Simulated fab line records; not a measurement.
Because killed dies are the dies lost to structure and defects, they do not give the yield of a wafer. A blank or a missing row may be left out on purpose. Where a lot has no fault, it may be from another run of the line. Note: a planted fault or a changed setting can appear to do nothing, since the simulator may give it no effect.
A struck lot beside a sound one :: flow n5_finfet :: 19 out of 1938 route steps
Sound: wafers L680.1, L680.4, L680.6. Wafers struck: L694.2, L694.3, L694.4. Last of all comes the cause.
Each step with rows lists, per side, the tool, then ch with its chambers, then its first start. Under that, the readings that differ: sound wafers :: struck wafers :: difference of the means :: sigmas: that difference in standard deviations of wafers without a fault.
alike: same words and numbers on both sides, and readings whose means sit less than 2 such deviations apart. not compared: any withheld reading, any reading some wafer has no value for, any bound like >300 that may hide the same value, and any number with overlapping values for which the record gives no deviation.
Wherever a step has rows on one side only, a row that says differs or no value, or a row with sigmas, the two part there. Numbers that have no deviation but don't overlap get no sigmas and don't part them. Lack of a reading on every wafer of one side parts them only where that side has two or more wafers.

first, 7 steps without rows for these wafers: N5_BEOL_M15_COAT_04 (resist thk 800 nm); N5_BEOL_M15_EBR_06; N5_BEOL_M15_SOFTBAKE_05 (time 60 s); N5_BEOL_M15_EXPOSE_07 (exposes mask V14); N5_BEOL_M15_PEB_08 (peb time 90 s); N5_BEOL_M15_DEVELOP_09 (develop time 45 s); N5_BEOL_M15_HARDBAKE_14 (time 120 s).
N5_BEOL_M15_CD_MEAS_10 targets a cd of 360 nm.
  sound on cd_sem-01 ch 0, day 11 10:41; struck on cd_sem-02 ch 0, day 15 03:53
  alike: cd_nm
N5_BEOL_M15_OVL_MEAS_11:
  sound on overlay-02 ch 0, day 11 10:43; struck on overlay-01 ch 0, day 15 03:55
  alike: V14_OVL
N5_BEOL_M15_INSPECT_12: inspects for defects (macro).
  sound on defect_inspect-02, day 11 10:44; struck on defect_inspect-01, day 15 03:56
  alike: raw_defect_count
N5_BEOL_M15_DESCUM_15: chemistry O2, time 7.9 s.
  sound on rie_diel-04 ch 0,1,2, day 11 10:49; struck on rie_diel-04 ch 1,2,3, day 15 03:58
  alike: chamber_pressure_mTorr, drypump_motor_current_A, oes_product_au, rf_vpp_V, showerhead_plenum_p_Torr, throttle_valve_pct
  not compared: rf_hours_counter_h
N5_BEOL_M15_ETCH_59: etches BARC in N2/H2, target depth 89 nm, overetch 26.7 nm, time 67.9 s.
  sound on rie_diel-04 ch 0,1,2, day 11 10:50; struck on rie_diel-04 ch 1,2,3, day 15 04:00
  alike: bias_w, chamber_pressure_mTorr, drypump_motor_current_A, oes_product_au, rf_vpp_V, showerhead_plenum_p_Torr, throttle_valve_pct
  not compared: rf_hours_counter_h
N5_BEOL_M15_VIA_ETCH_16: etches SiO2 in C4F8/O2/Ar, target depth 1792.2 nm.
  sound on rie_diel-04 ch 0,1,2, day 11 10:54; struck on rie_diel-04 ch 1,2,3, day 15 04:03
  no value came back on the struck wafers for any of 9 readings (C4F8_flow_sccm (sccm), O2_flow_sccm (sccm) and others); on the sound wafers C4F8_flow_sccm (sccm) reads 16.01 16.03 15.97
reading: model.coat_of_BEOL_M15_COAT_04.thk_nm (nm)
sound: 344 338 338
struck: 716.6 720.8 717
difference: +378.1
sigmas: 
N5_BEOL_M15_STRIP_63: strips in O2.
  sound on rie_diel-04 ch 0,1,2; struck on rie_diel-04 ch 1,2,3
  alike: chamber_pressure_mTorr, drypump_motor_current_A, oes_product_au, rf_vpp_V, showerhead_plenum_p_Torr, throttle_valve_pct
  not compared: rf_hours_counter_h
N5_BEOL_M15_STRIP_64: strips in O2.
  sound on rie_diel-04 ch 0,1,2; struck on rie_diel-04 ch 1,2,3
  alike: chamber_pressure_mTorr, drypump_motor_current_A, oes_product_au, rf_vpp_V, showerhead_plenum_p_Torr, throttle_valve_pct
  not compared: rf_hours_counter_h
then, 2 steps without rows for these wafers: N5_BEOL_M15_STRIP_65 (strips in post etch residue remover, time 60 s); N5_BEOL_M15_SRD_66 (time 30 s, dry time 30 s).
N5_BEOL_M15_CD_MEAS_17 targets a cd of 360 nm.
  sound on cd_sem-03, day 11 11:19; struck on cd_sem-03, day 15 04:28
reading: cd_nm (nm)
sound: 357.1 358.2 358.7
struck: - - -
difference: no value on the struck wafers
sigmas: 
then, 1 step without rows for these wafers: N5_BEOL_M15_COAT_56 (time 60 s, resist thk 550 nm).

WHERE THEY PART
First at N5_BEOL_M15_VIA_ETCH_16; last, within this record, at N5_BEOL_M15_CD_MEAS_17.

WHY: whatever the simulator had introduced
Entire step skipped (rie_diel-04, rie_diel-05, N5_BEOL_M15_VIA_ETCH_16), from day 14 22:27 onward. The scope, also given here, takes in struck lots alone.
